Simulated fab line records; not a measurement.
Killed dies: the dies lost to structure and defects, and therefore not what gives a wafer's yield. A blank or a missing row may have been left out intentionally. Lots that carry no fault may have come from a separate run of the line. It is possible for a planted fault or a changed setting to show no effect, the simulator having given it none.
Comparing a struck lot with a sound one    flow nand-harc    14 steps out of a route of 1302
Sound: wafers L961.1, L961.2, L961.6. Wafers L967.1, L967.3, L967.4 were the ones struck. The cause is named last.
Per side, at each step with rows, come the tool, then ch with its chambers, and then its first start. Under that, the readings that differ: sound wafers    struck wafers    difference of the means    sigmas: that difference in standard deviations of wafers without a fault.
alike: a reading whose means differ by less than 2 such deviations, as well as words and numbers matching on both sides. not compared: withheld readings; readings where some wafer has no value; bounds like >300 that might hide an equal value; numbers whose values overlap and for which the record gives no deviation.
A row with sigmas, a row that says differs or no value, or rows on one side alone: a step with any of these is where the two part. Numbers that have no deviation but don't overlap get no sigmas and don't part them. Lack of a reading on every wafer of one side parts them only where that side has two or more wafers.

NHARC_A_M0_CMP_23: polishes, t overpolish 20 s, target thk 113.75 nm.
  sound on cmp-01 ch 0,2, day 26 02:04; struck on cmp-01 ch 0,1,2, day 29 16:12
  alike: motor-current-A, time-to-endpoint-s
NHARC_A_M0_THK_MEAS_24: measures by xrf.
  sound on film-metro-02 at day 26 02:21; struck on film-metro-02 at day 29 16:31
reading      sound              struck             difference  sigmas
thk-nm (nm)  110.5 112.0 110.5  117.7 114.9 112.9  +4.2        +2
then, 1 step without rows for these wafers: NHARC_A_M0_SRD_25.
NHARC_A_M0_INSPECT_27:
  sound on defect-inspect-01 at day 26 02:31; struck on defect-inspect-01 at day 29 16:41
  alike: raw-defect-count
NHARC_A_M0_PRE_CLEAN_31: time 12 s.
  sound on pecvd-02 ch 1,2, day 26 03:28; struck on pecvd-03 ch 0,1,2, day 29 16:46
  alike: heater-power-w
NHARC_A_M0_DEP_32: deposits SiCN, target thk 30 nm.
  sound on pecvd-02 ch 1,2, day 26 03:34; struck on pecvd-03 ch 0,1,2, day 29 16:52
  alike: heater-power-w
then, 5 steps without rows for these wafers: NHARC_A_M1_DEP_00 (deposits SiOC, target thk 182.5 nm); NHARC_A_M1_DEHYDRATE_01 (time 120 s); NHARC_A_M1_HMDS_02 (time 30 s); NHARC_A_M1_COAT_34 (time 65 s); NHARC_A_M1_COAT_03 (resist thk 90 nm).
NHARC_A_M1_SOFTBAKE_04: time 55 s.
  sound on litho-track-06 ch 0, day 26 04:00; struck on litho-track-01 ch 0, day 29 17:00
reading                   sound                 struck                difference  sigmas
heater-power-total-W (W)  188.42 188.37 188.52  192.14 192.12 192.11  +3.69       +26
  alike: plate-temp-C
then, 1 step without rows for these wafers: NHARC_A_M1_EBR_05.
NHARC_END_SORT_01:
  the record has rows for the sound wafers here (prober-02 ch 0, day 27 14:03) and none for the struck ones

WHERE THEY PART
At NHARC_A_M0_THK_MEAS_24 first; at NHARC_END_SORT_01 last (within this record only).

WHY: what the simulator had put in
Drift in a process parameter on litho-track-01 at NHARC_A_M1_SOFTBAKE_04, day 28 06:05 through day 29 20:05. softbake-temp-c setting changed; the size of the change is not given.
